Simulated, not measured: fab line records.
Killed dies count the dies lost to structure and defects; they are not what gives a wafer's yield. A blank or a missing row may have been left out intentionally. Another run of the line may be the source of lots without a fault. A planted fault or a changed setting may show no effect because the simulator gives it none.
Chamber matching ; flow nand-harc ; 3 sister chambers for NHARC_A_CONTACT_DEP_24 on pecvd-01
The step deposits SiO2, target thk 500 nm. 3 wafers are shown with their chamber, then 10 later ones without.

== WAFERS WITH THEIR CHAMBER ==
wafer;chamber;throttle-valve-pct (%)
L085.3;2;16.8
L089.2;0;16.2
L089.4;1;15.8

== WAFERS WITHOUT THEIR CHAMBER ==
wafer;throttle-valve-pct (%)
L089.5;16.2
L088.2;16.0
L088.5;16.2
L088.6;16.1
L093.1;15.9
L093.2;16.2
L093.5;16.0
L097.1;15.8
L097.3;16.5
L097.5;15.8

== THE CHAMBER EACH PASSED THROUGH ==
wafer;from the rows above;in truth
L089.5;0;0
L088.2;can't be placed: 0 or 1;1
L088.5;0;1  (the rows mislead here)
L088.6;can't be placed: 0 or 1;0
L093.1;can't be placed: 1 or 0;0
L093.2;0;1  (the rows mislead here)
L093.5;can't be placed: 0 or 1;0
L097.1;1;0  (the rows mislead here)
L097.3;can't be placed: 0 or 2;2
L097.5;1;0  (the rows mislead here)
Correct placement for 1 of the 10. From these rows, 5 cannot be placed; in 5 the true chamber is one of the candidates. 4 placed wrongly.
How it was worked out, from the rows above alone: a wafer's distance from a chamber is the root of the sum, over the readings, of the square of ((its reading less the chamber's mean) divided by the reading's scatter). If the next closest chamber is less than 2 further off than the closest, the wafer can't be placed; otherwise it belongs to the closest. The mean given for a chamber averages the wafers shown for that chamber. The scatter (one wafer shown for each chamber): square how far every hidden wafer sits from the nearest shown wafer, average those squares and take the square root.
